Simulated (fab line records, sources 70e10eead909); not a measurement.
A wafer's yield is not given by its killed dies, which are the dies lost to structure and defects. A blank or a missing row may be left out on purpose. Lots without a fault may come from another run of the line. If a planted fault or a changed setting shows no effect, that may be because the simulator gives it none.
A struck lot beside a sound one    flow nand-harc    15 out of 1302 route steps
Sound: wafers L228.3, L228.5, L228.6. The struck wafers were L222.1, L222.2, L222.4. The cause is named last.
Per side, at each step with rows, come the tool, then ch with its chambers, and then its first start. Under that, the readings that differ: sound wafers    struck wafers    difference of the means    sigmas: that difference in standard deviations of wafers without a fault.
alike: a reading whose means differ by less than 2 such deviations, as well as words and numbers matching on both sides. not compared: withheld readings; readings where some wafer has no value; bounds like >300 that might hide an equal value; numbers whose values overlap and for which the record gives no deviation.
The two part at a step that has a row with sigmas, a row that says differs or no value, or rows on one side only. When numbers do not overlap yet have no deviation, they are printed without sigmas and do not part them. Lack of a reading on every wafer of one side parts them only where that side has two or more wafers.

first, 2 steps without rows for these wafers: NHARC_A_CHANNEL_HOLE_D2_ETCH_20 (etches the open film in C4F8/O2/Ar, time 361.9 s, target depth 1600 nm); NHARC_A_CHANNEL_HOLE_D2_ETCH_21 (etches the open film in C4F8/O2/Ar, time 514.3 s, target depth 1600 nm).
NHARC_A_CHANNEL_HOLE_D2_ETCH_22: etches the open film in C4F8/O2/Ar, time 666.7 s, target depth 1600 nm.
  sound on har-etch-02 ch 0,1, day 21 02:56; struck on har-etch-01 ch 0,1, day 19 12:08
  alike: drypump-motor-current-A, oes-air-line-au, showerhead-plenum-p-Torr, throttle-valve-pct
  not compared: rf-hours-counter-h
then, 1 step without rows for these wafers: NHARC_A_CHANNEL_HOLE_D2_ETCH_23 (etches the open film in C4F8/O2/Ar, time 819 s, target depth 1600 nm).
NHARC_A_CHANNEL_HOLE_D2_ETCH_24: etches the open film in C4F8/O2/Ar, time 906.2 s, target depth 1500 nm.
  sound on har-etch-02 ch 0,1, day 21 04:19; struck on har-etch-01 ch 0,1, day 19 13:24
  alike: drypump-motor-current-A, oes-air-line-au, showerhead-plenum-p-Torr, throttle-valve-pct
  not compared: rf-hours-counter-h
NHARC_A_CHANNEL_HOLE_D2_ETCH_25: etches the open film in C4F8/O2/Ar, time 1040.2 s, target depth 1500 nm.
  sound on har-etch-02 ch 0,1, day 21 05:08; struck on har-etch-01 ch 0,1, day 19 14:10
reading                 sound              struck             difference  sigmas
oes-air-line-au (a.u.)  1.008 1.014 0.996  0.974 0.969 0.951  -0.041      -2
  alike: drypump-motor-current-A, showerhead-plenum-p-Torr, throttle-valve-pct
  not compared: rf-hours-counter-h
NHARC_A_CHANNEL_HOLE_D2_ETCH_26: etches the open film in C4F8/O2/Ar, time 224.1 s, target depth 300 nm.
  sound on har-etch-02 ch 0,1, day 21 05:40; struck on har-etch-01 ch 0,1, day 19 15:04
  alike: drypump-motor-current-A, oes-air-line-au, showerhead-plenum-p-Torr, throttle-valve-pct
  not compared: rf-hours-counter-h
then, 4 steps without rows for these wafers: NHARC_A_CHANNEL_HOLE_D2_ETCH_27 (etches the open film in C4F8/O2/Ar, time 90 s, target depth 400 nm); NHARC_A_CHANNEL_HOLE_D2_STRIP_41 (strips in N2/H2); NHARC_A_CHANNEL_HOLE_D2_STRIP_42 (strips in CF4/CHF3); NHARC_A_CHANNEL_HOLE_D2_STRIP_43 (strips in O2/COS).
NHARC_A_CHANNEL_HOLE_D2_ETCH_44: etches the open film in CF4/O2, target depth 140 nm, overetch 14 nm, time 77 s.
  sound on rie-diel-08 ch 1,2,3, day 21 06:32; struck on rie-diel-08 ch 0,1,3, day 19 16:01
  alike: drypump-motor-current-A, oes_f_703_au, oes-product-au, rf-vpp-V, showerhead-plenum-p-Torr, throttle-valve-pct
  not compared: rf-hours-counter-h
NHARC_A_CHANNEL_HOLE_D2_STRIP_28: strips in O2.
  sound on rie-diel-08 ch 1,2,3, day 21 06:46; struck on rie-diel-08 ch 0,1,3, day 19 16:10
  no value came back on the struck wafers for any of 7 readings (bias-w (W), chamber-pressure-mTorr (mTorr) and others); on the sound wafers bias-w (W) reads 0 0 0
  not compared: rf-hours-counter-h
then, 1 step without rows for these wafers: NHARC_A_CHANNEL_HOLE_D2_PRECLEAN_29 (cleans in SC1).
-- the record jumps here: 10 days lie between the struck wafers' starts before and after (it left off in module A_CHANNEL_HOLE_D2 and takes up again in module END, whose first step shown is number 1302 of the route) --
NHARC_END_SORT_01:
  at this point the record logs the struck wafers (prober-01 ch 0, day 30 03:21) and has no rows for the sound ones

== WHERE THEY PART ==
Last at NHARC_END_SORT_01 as far as this record goes, first at NHARC_A_CHANNEL_HOLE_D2_ETCH_25.

WHY: what had been put in by the simulator
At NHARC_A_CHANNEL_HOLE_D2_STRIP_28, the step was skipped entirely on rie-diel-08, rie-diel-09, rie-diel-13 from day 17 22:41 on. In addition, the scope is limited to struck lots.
